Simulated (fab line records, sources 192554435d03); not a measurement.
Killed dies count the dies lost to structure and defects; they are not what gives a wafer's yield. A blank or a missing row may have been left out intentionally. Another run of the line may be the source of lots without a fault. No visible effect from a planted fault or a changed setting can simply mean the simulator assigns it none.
Split-lot trial -- flow n5Finfet -- on a route of 1938 steps: 7 lots, 21 wafers read

## ON THE SPLIT
At N5_BEOL_M4_COAT_05 (resist thk 30 nm), the setting spinRpm was moved away from the recipe's 1500 rpm on 8 of the 21 wafers read, by -10.0% to +8.5%. All remaining wafers had this setting at the recipe value.

Split to reading: the file shows no intervening step.

## THE READING
CAR-EUV_of_BEOL_M4_COAT_05.thkNm (the simulator's own value, which no gauge read), in nm, at N5_BEOL_M4_DESCUM_16 (chemistry O2, time 7 s). No usual value for it is given in the file. Average 26.1 nm, standard deviation 0.16 nm, over the 13 wafers here run with the recipe.

wafer,"tool, chamber at the split","spinRpm as run, rpm",against the recipe,"CAR-EUV_of_BEOL_M4_COAT_05.thkNm, nm",against lot-mates on the recipe
L077.1,"lithoTrack-03, 0",1500,recipe,26,-
L077.4,"lithoTrack-03, 0",1500,recipe,26.2,-
L077.5,"lithoTrack-03, 0",1500,recipe,26.2,-
L081.1,"lithoTrack-03, 0",1500,recipe,26.2,-
L081.3,"lithoTrack-03, 0",1500,recipe,26.2,-
L081.6,"lithoTrack-03, 0",1500,recipe,26.2,-
L083.1,"lithoTrack-03, 0",1403,-6.5%,27.2,+0.6
L083.2,"lithoTrack-03, 0",1403,-6.5%,27,+0.4
L083.4,"lithoTrack-03, 0",1500,recipe,26.6,-
L084.1,"lithoTrack-05, 0",1500,recipe,26,-
L084.4,"lithoTrack-05, 0",1500,recipe,26,-
L084.6,"lithoTrack-05, 0",1355,-9.7%,27.4,+1.4
L089.3,"lithoTrack-05, 0",1500,recipe,26,-
L089.4,"lithoTrack-05, 0",1500,recipe,26,-
L089.5,"lithoTrack-05, 0",1350,-10.0%,27.6,+1.6
L093.1,"lithoTrack-03, 0",1628,+8.5%,24.8,-1.2
L093.5,"lithoTrack-03, 0",1628,+8.5%,24.8,-1.2
L093.6,"lithoTrack-03, 0",1500,recipe,26,-
L095.4,"lithoTrack-01, 0",1567,+4.5%,25.6,-0.6
L095.5,"lithoTrack-01, 0",1567,+4.5%,25.4,-0.8
L095.6,"lithoTrack-01, 0",1500,recipe,26.2,-

FIT RESULTS
A straight line over all 21 wafers: CAR-EUV_of_BEOL_M4_COAT_05.thkNm changes by -0.147 nm for each +1% of spinRpm; r = -0.98; the points scatter about the line by 0.15 nm.
The same after taking each lot's own level away (the mean of its wafers on the recipe; 21 wafers): -0.136 nm for each +1%; r = -0.98; scatter 0.15 nm.
Per that fit: largest spinRpm move, reading shift of 1.4 nm.
The span of the lots' own levels, 26.00 to 26.60 nm, comes to 3.7 times the standard deviation stated above.
The two slopes are in agreement: the lot-to-lot level therefore moves the slope only a little.
Check: +1.24 nm against its lot-mates is what the line predicts for one of the wafers moved furthest among these (-10.0%) when that wafer is left out of the fit. It came out at +1.6 nm against them.

## OTHER SPLITS APPLIED TO THESE WAFERS
These wafers also went through other splits before the reading. Each is held against what the fit with the lots' levels taken away leaves over:
other split on the same wafers,wafers away from the commonest value,r with CAR-EUV_of_BEOL_M4_COAT_05.thkNm (lot level and that fit taken away)
N5_BEOL_M2_COAT_67 spinRpm,9,+0.31
N5_BEOL_M2_COAT_76 tempC,9,+0.53
N5_BEOL_M3_ETCH_70 biasW,3,+0.27

## THE WHOLE CHAIN: every reading that the file lists as answering this split, in the file's order
step,what it does,reading,change (the file's fit),r (the file's)
N5_BEOL_M4_COAT_05,resist thk 30 nm,"CAR-EUV_of_BEOL_M4_COAT_05.thkNm (the simulator's own value, which no gauge read)",-0.155 nm for each +1% of the setting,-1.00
N5_BEOL_M4_DESCUM_16,"chemistry O2, time 7 s","CAR-EUV_of_BEOL_M4_COAT_05.thkNm (the simulator's own value, which no gauge read)",-0.141 nm for each +1% of the setting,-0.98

## THE FILE'S OWN FIT
CAR-EUV_of_BEOL_M4_COAT_05.thkNm changes by -0.141 nm for each +1% of spinRpm, r = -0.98.
